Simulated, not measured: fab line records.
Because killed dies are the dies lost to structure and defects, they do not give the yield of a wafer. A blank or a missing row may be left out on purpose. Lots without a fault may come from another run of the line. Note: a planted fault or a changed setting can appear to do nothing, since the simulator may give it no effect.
fab line records | flow nandHarc | part 2 of 2: steps 18 to 23 of 23
record lots=5 | wafers=15 | lastDay=33
route steps=1302 shown A_STAIRCASE@724
lots with no fault: from the same line, run without faults
startH: hours from the record's opening day to when the first of the lot's shown wafers began | waitH: hours from the lot's prior step to this one | " same as the row above | L1.1+2: a row that stands for several wafers | - no value, or no start was given | * or withheld: withheld | < > ~ a bound
route shown NAME@n: NAME is a module with steps in the file, n the number in the route of the first one | usual: mean and standard deviation over wafers with no fault | same: alike in all rows | chamber/n: place in a boat | sites: readings site by site | _std_site: the values' standard deviation | _edge_site: the outer-site mean with the inner-site mean subtracted | radiusMm: how far each site lies from the wafer's centre | mask NAME#n: copy n | behind: the most recent tool/chamber to have shaped the wafer | hold: reason for holding the lot/hours on hold/outcome of the hold | device: whichever transistor did not switch (one of n, p or np) | end of line: at the end of the route, the tests of the same wafers | where a step has no rows: the recipe by itself | killed: at the first sort, the dies lost to defects and structure; wafer yield is something else | map: a wafer's dies, x killed, . not, _ none there
set.NAME: the run value of the setting; set.NAME@STEP: its run value at that earlier step | model.NAME: the simulator's own value behind a step, which no gauge read
lots at some steps of the route; a table a step, a row a wafer
services: from which hour (startH, from the record's first day; less than 0 if before it) a tool's chamber was out of use, for how many hours, and why
## steps
# step NHARC_A_STAIRCASE_TRIM_229
# recipe timeS=211.2 | o2FlowSccm=500 | arFlowSccm=0 | biasW=0 | chemistry=O2
# usual chamberPressureMTorr=60.00/0.052 | drypumpMotorCurrentA=5.6/0.54 | oesProductAu=1.001/0.01 | rfVppV=57.9/0.84 | showerheadPlenumPTorr=3.54/0.14 | throttleValvePct=17.035/0.0084
lot.wafer | tool       | chamber | startH | waitH | chamberPressureMTorr | drypumpMotorCurrentA | oesProductAu | rfHoursCounterH | rfVppV | showerheadPlenumPTorr | throttleValvePct
L076.1    | rieDiel-02 | 3       | 379.29 | 0.1   | 59.97                | 5.0                  | 0.998        | 45              | 57.4   | 3.39                  | 17.031
L076.4    | "          | 0       | "      | "     | 59.85                | 6.7                  | 1.010        | 43              | 58.0   | 3.76                  | 17.025
L076.5    | "          | 1       | "      | "     | 59.97                | 6.3                  | 0.995        | -               | 57.7   | 3.60                  | 17.027
L077.2    | rieDiel-09 | 3       | 397.52 | 0.1   | 59.99                | 4.7                  | 1.008        | 28              | 56.7   | 3.54                  | 17.037
L077.3    | "          | 0       | "      | "     | 59.90                | 6.2                  | 0.977        | 26              | 57.7   | 3.73                  | 17.026
L077.1    | "          | 2       | "      | "     | 60.01                | 5.0                  | 0.981        | 30              | 57.9   | 3.28                  | 17.029
L078.1    | rieDiel-09 | 3       | 398.92 | 0.1   | 59.82                | 4.7                  | 1.009        | 29              | 58.7   | 3.54                  | 17.044
L078.2    | "          | 0       | "      | "     | 60.08                | 6.2                  | 0.984        | 27              | 57.2   | 3.73                  | 17.016
L078.5    | "          | 3       | "      | "     | 60.11                | 4.7                  | 0.998        | -               | 57.1   | 3.54                  | 17.025
L083.2    | rieDiel-09 | 2       | 452.38 | 0.1   | 60.03                | 5.0                  | 0.992        | 50              | 57.9   | 3.27                  | 17.033
L083.3    | "          | 1       | "      | "     | 60.02                | 6.2                  | 0.985        | 47              | 57.1   | 3.48                  | 17.046
L083.4    | "          | 1       | "      | "     | 59.97                | 6.2                  | 0.991        | -               | 57.5   | 3.48                  | 17.033
L096.1    | rieDiel-08 | 2       | 586.40 | 0.1   | 59.94                | 5.6                  | 1.005        | 11              | 58.8   | 3.47                  | 17.022
L096.3    | "          | 3       | "      | "     | 59.95                | 4.9                  | 1.013        | 11              | 58.6   | 3.47                  | 17.050
L096.2    | "          | 0       | "      | "     | 60.01                | 5.5                  | 1.008        | 11              | 56.2   | 3.38                  | 17.029
# step NHARC_A_STAIRCASE_ETCH_230
# recipe targetDepthA=1000 | timeS=40.5 | ionEnergyEv=400 | c4f8FlowSccm=20 | o2FlowSccm=10 | arFlowSccm=withheld | rfW=600 | biasW=1000 | chemistry=C4F8/O2
# usual chamberPressureMTorr=25.001/0.023 | oesProductAu=0.957/0.019 | rfVppV=896/5.2
lot.wafer | tool       | chamber | startH | waitH | chamberPressureMTorr | oesProductAu | rfHoursCounterH | rfVppV
L076.1    | rieDiel-02 | 1       | -      | -     | 24.975               | 0.959        | 52              | 898
L076.4    | "          | 2       | "      | "     | 25.003               | 0.948        | 46              | 898
L076.5    | "          | 0       | "      | "     | 24.963               | 0.920        | -               | 905
L077.1    | rieDiel-09 | 1       | -      | -     | 25.022               | 0.940        | 27              | 895
L077.2    | "          | 2       | "      | "     | 25.003               | 0.944        | 30              | 887
L077.3    | "          | 3       | "      | "     | 25.008               | 0.945        | 28              | 897
L078.2    | rieDiel-09 | 3       | -      | -     | 24.974               | 0.959        | 29              | 897
L078.1    | "          | 0       | "      | "     | 25.000               | 0.958        | 27              | 903
L078.5    | "          | 2       | "      | "     | 25.003               | 0.958        | -               | 887
L083.2    | rieDiel-09 | 1       | -      | -     | 25.018               | 0.916        | 47              | 892
L083.3    | "          | 0       | "      | "     | 25.022               | 0.916        | 46              | 903
L083.4    | "          | 1       | "      | "     | 24.975               | 0.922        | -               | 895
L096.2    | rieDiel-08 | 3       | -      | -     | 25.014               | 0.971        | 12              | 895
L096.1    | "          | 0       | "      | "     | 25.021               | 0.995        | 12              | 890
L096.3    | "          | 2       | "      | "     | 24.995               | 0.960        | 11              | 895
# step NHARC_A_STAIRCASE_TRIM_231
# recipe timeS=211.2 | o2FlowSccm=500 | arFlowSccm=0 | biasW=0 | chemistry=O2
# usual chamberPressureMTorr=60.00/0.052 | drypumpMotorCurrentA=5.6/0.57 | oesProductAu=1.002/0.0098 | rfVppV=57.8/0.89 | showerheadPlenumPTorr=3.54/0.14 | throttleValvePct=17.037/0.0086
lot.wafer | tool       | chamber | startH | waitH | chamberPressureMTorr | drypumpMotorCurrentA | oesProductAu | rfHoursCounterH | rfVppV | showerheadPlenumPTorr | throttleValvePct
L076.4    | rieDiel-02 | 2       | -      | -     | 60.11                | 5.7                  | 0.997        | 47              | 58.5   | 3.60                  | 17.025
L076.1    | "          | 3       | "      | "     | 59.97                | 5.0                  | 1.002        | 45              | 59.3   | 3.39                  | 17.028
L076.5    | "          | 1       | "      | "     | 60.01                | 6.4                  | 1.000        | -               | 58.3   | 3.60                  | 17.023
L077.1    | rieDiel-09 | 0       | -      | -     | 60.01                | 6.1                  | 0.993        | 26              | 57.8   | 3.73                  | 17.034
L077.2    | "          | 1       | "      | "     | 60.00                | 6.2                  | 0.994        | 27              | 56.3   | 3.49                  | 17.023
L077.3    | "          | 2       | "      | "     | 59.97                | 5.0                  | 0.981        | 30              | 57.7   | 3.28                  | 17.043
L078.2    | rieDiel-09 | 2       | -      | -     | 59.92                | 5.0                  | 0.992        | 31              | 57.2   | 3.28                  | 17.031
L078.1    | "          | 1       | "      | "     | 60.04                | 6.2                  | 0.995        | 27              | 56.9   | 3.49                  | 17.041
L078.5    | "          | 2       | "      | "     | 59.99                | 5.0                  | 0.982        | -               | 57.0   | 3.28                  | 17.040
L083.2    | rieDiel-09 | 2       | -      | -     | 60.06                | 5.0                  | 0.982        | 50              | 56.6   | 3.27                  | 17.041
L083.3    | "          | 0       | "      | "     | 60.00                | 6.1                  | 0.995        | 46              | 59.6   | 3.72                  | 17.028
L083.4    | "          | 2       | "      | "     | 59.96                | 5.0                  | 0.990        | -               | 58.1   | 3.27                  | 17.039
L096.3    | rieDiel-08 | 2       | -      | -     | 59.94                | 5.6                  | 0.999        | 11              | 58.4   | 3.47                  | 17.039
L096.1    | "          | 3       | "      | "     | 60.02                | 4.9                  | 1.004        | 12              | 59.0   | 3.47                  | 17.025
L096.2    | "          | 0       | "      | "     | 59.96                | 5.5                  | 1.024        | 12              | 57.4   | 3.38                  | 17.042
# step NHARC_A_STAIRCASE_ETCH_232
# recipe targetDepthA=1000 | timeS=40.5 | ionEnergyEv=400 | c4f8FlowSccm=20 | o2FlowSccm=10 | arFlowSccm=withheld | rfW=600 | biasW=1000 | chemistry=C4F8/O2
# usual chamberPressureMTorr=25.00/0.032 | oesProductAu=0.948/0.016 | rfVppV=896/5.1
lot.wafer | tool       | chamber | startH | waitH | chamberPressureMTorr | oesProductAu | rfHoursCounterH | rfVppV
L076.4    | rieDiel-02 | 2       | -      | -     | 25.00                | 0.935        | 47              | 899
L076.1    | "          | 3       | "      | "     | 25.03                | 0.961        | 45              | 890
L076.5    | "          | 3       | "      | "     | 24.97                | 0.959        | -               | 891
L077.3    | rieDiel-09 | 2       | -      | -     | 24.74                | 0.937        | 30              | 885
L077.2    | "          | 3       | "      | "     | 24.99                | 0.939        | 28              | 898
L077.1    | "          | 1       | "      | "     | 25.00                | 0.941        | 27              | 896
L078.2    | rieDiel-09 | 2       | -      | -     | 24.96                | 0.934        | 31              | 887
L078.1    | "          | 0       | "      | "     | 25.01                | 0.945        | 27              | 904
L078.5    | "          | 3       | "      | "     | 25.03                | 0.949        | -               | 896
L083.3    | rieDiel-09 | 2       | -      | -     | 25.00                | 0.916        | 50              | 886
L083.2    | "          | 1       | "      | "     | 24.96                | 0.915        | 47              | 893
L083.4    | "          | 2       | "      | "     | 24.98                | 0.914        | -               | 887
L096.1    | rieDiel-08 | 2       | -      | -     | 24.98                | 0.932        | 12              | 895
L096.3    | "          | 3       | "      | "     | 25.01                | 0.961        | 12              | 894
L096.2    | "          | 0       | "      | "     | 25.00                | 0.982        | 12              | 891
# step NHARC_A_STAIRCASE_TRIM_233
# recipe timeS=211.2 | o2FlowSccm=500 | arFlowSccm=0 | biasW=0 | chemistry=O2
# usual chamberPressureMTorr=60.00/0.052 | drypumpMotorCurrentA=5.6/0.56 | oesProductAu=1.001/0.01 | rfVppV=57.7/0.88 | showerheadPlenumPTorr=3.54/0.14 | throttleValvePct=17.037/0.0083
lot.wafer | tool       | chamber | startH | waitH | chamberPressureMTorr | drypumpMotorCurrentA | oesProductAu | rfHoursCounterH | rfVppV | showerheadPlenumPTorr | throttleValvePct
L076.4    | rieDiel-02 | 2       | -      | -     | 59.97                | 5.7                  | 0.986        | 47              | 57.8   | 3.60                  | 17.052
L076.1    | "          | 0       | "      | "     | 60.07                | 6.7                  | 0.992        | 43              | 59.0   | 3.76                  | 17.025
L076.5    | "          | 1       | "      | "     | 60.00                | 6.3                  | 0.994        | -               | 56.7   | 3.60                  | 17.035
L077.3    | rieDiel-09 | 3       | -      | -     | 59.97                | 4.7                  | 1.012        | 28              | 57.9   | 3.54                  | 17.044
L077.1    | "          | 0       | "      | "     | 60.00                | 6.1                  | 0.991        | 26              | 57.3   | 3.73                  | 17.039
L077.2    | "          | 2       | "      | "     | 59.92                | 5.0                  | 0.989        | 31              | 57.1   | 3.28                  | 17.038
L078.1    | rieDiel-09 | 1       | -      | -     | 60.02                | 6.2                  | 0.995        | 27              | 57.0   | 3.49                  | 17.039
L078.2    | "          | 2       | "      | "     | 59.98                | 5.0                  | 0.987        | 31              | 57.1   | 3.28                  | 17.032
L078.5    | "          | 0       | "      | "     | 59.93                | 6.1                  | 1.001        | -               | 57.4   | 3.73                  | 17.030
L083.2    | rieDiel-09 | 0       | -      | -     | 60.02                | 6.2                  | 1.003        | 46              | 59.4   | 3.72                  | 17.038
L083.3    | "          | 2       | "      | "     | 59.96                | 5.0                  | 0.999        | 50              | 56.9   | 3.27                  | 17.039
L083.4    | "          | 1       | "      | "     | 59.96                | 6.2                  | 0.991        | -               | 57.4   | 3.48                  | 17.034
L096.1    | rieDiel-08 | 3       | -      | -     | 59.96                | 4.9                  | 1.011        | 12              | 56.8   | 3.47                  | 17.040
L096.3    | "          | 0       | "      | "     | 60.02                | 5.6                  | 1.017        | 12              | 57.4   | 3.38                  | 17.046
L096.2    | "          | 2       | "      | "     | 59.98                | 5.6                  | 0.998        | 12              | 56.8   | 3.47                  | 17.039
# step NHARC_A_STAIRCASE_ETCH_234
# recipe targetDepthA=1000 | timeS=40.5 | ionEnergyEv=400 | c4f8FlowSccm=20 | o2FlowSccm=10 | arFlowSccm=withheld | rfW=600 | biasW=1000 | chemistry=C4F8/O2
# usual chamberPressureMTorr=24.998/0.025 | oesProductAu=0.947/0.014 | rfVppV=896/5.2
lot.wafer | tool       | chamber | startH | waitH | chamberPressureMTorr | oesProductAu | rfHoursCounterH | rfVppV
L076.4    | rieDiel-02 | 3       | -      | -     | 25.005               | 0.960        | 45              | 892
L076.1    | "          | 0       | "      | "     | 24.967               | 0.956        | 43              | 904
L076.5    | "          | 2       | "      | "     | 25.002               | 0.938        | -               | 899
L077.1    | rieDiel-09 | 2       | -      | -     | 24.970               | 0.913        | 31              | 886
L077.2    | "          | 3       | "      | "     | 25.016               | 0.926        | 28              | 897
L077.3    | "          | 1       | "      | "     | 25.008               | 0.927        | 27              | 896
L078.1    | rieDiel-09 | 1       | -      | -     | 24.973               | 0.950        | 28              | 895
L078.2    | "          | 2       | "      | "     | 24.976               | 0.936        | 31              | 888
L078.5    | "          | 1       | "      | "     | 25.000               | 0.942        | -               | 895
L083.2    | rieDiel-09 | 0       | -      | -     | 24.982               | 0.935        | 46              | 905
L083.3    | "          | 2       | "      | "     | 24.948               | 0.924        | 50              | 886
L083.4    | "          | 2       | "      | "     | 25.017               | 0.938        | -               | 888
L096.1    | rieDiel-08 | 3       | -      | -     | 24.993               | 0.956        | 12              | 894
L096.3    | "          | 1       | "      | "     | 25.001               | 0.958        | 5               | 903
L096.2    | "          | 2       | "      | "     | 25.008               | 0.962        | 12              | 894
## services
tool          | chamber | startH | hours | kind
krfScanner-04 | -       | 354.00 | 4.0   | pm
rieDiel-08    | -       | 367.84 | 9.0   | pm
rieDiel-08    | 2       | 379.29 | 7.0   | repair
krfScanner-04 | -       | 398.58 | 3.4   | repair
rieDiel-08    | 1       | 401.22 | 6.6   | repair
lithoTrack-02 | -       | 402.00 | 7.0   | pm
krfScanner-01 | -       | 411.25 | 0.4   | repair
krfScanner-04 | -       | 422.69 | 0.4   | repair
lithoTrack-07 | -       | 426.00 | 7.0   | pm
krfScanner-02 | -       | 438.00 | 4.0   | pm
rieDiel-02    | -       | 442.16 | 0.3   | repair
rieDiel-09    | 3       | 451.33 | 8.9   | repair
rieDiel-02    | 2       | 455.77 | 5.2   | repair
rieDiel-08    | 0       | 465.72 | 2.6   | repair
krfScanner-01 | -       | 484.00 | 4.0   | pm
rieDiel-09    | -       | 497.17 | 9.0   | pm
krfScanner-01 | -       | 499.48 | 1.2   | repair
krfScanner-04 | -       | 526.00 | 4.0   | pm
rieDiel-09    | 1       | 539.60 | 45.0  | repair
rieDiel-08    | -       | 544.89 | 9.0   | pm
rieDiel-08    | -       | 569.67 | 0.4   | repair
rieDiel-02    | -       | 570.88 | 9.0   | pm
krfScanner-04 | -       | 576.58 | 2.0   | repair
lithoTrack-02 | -       | 577.00 | 7.0   | pm
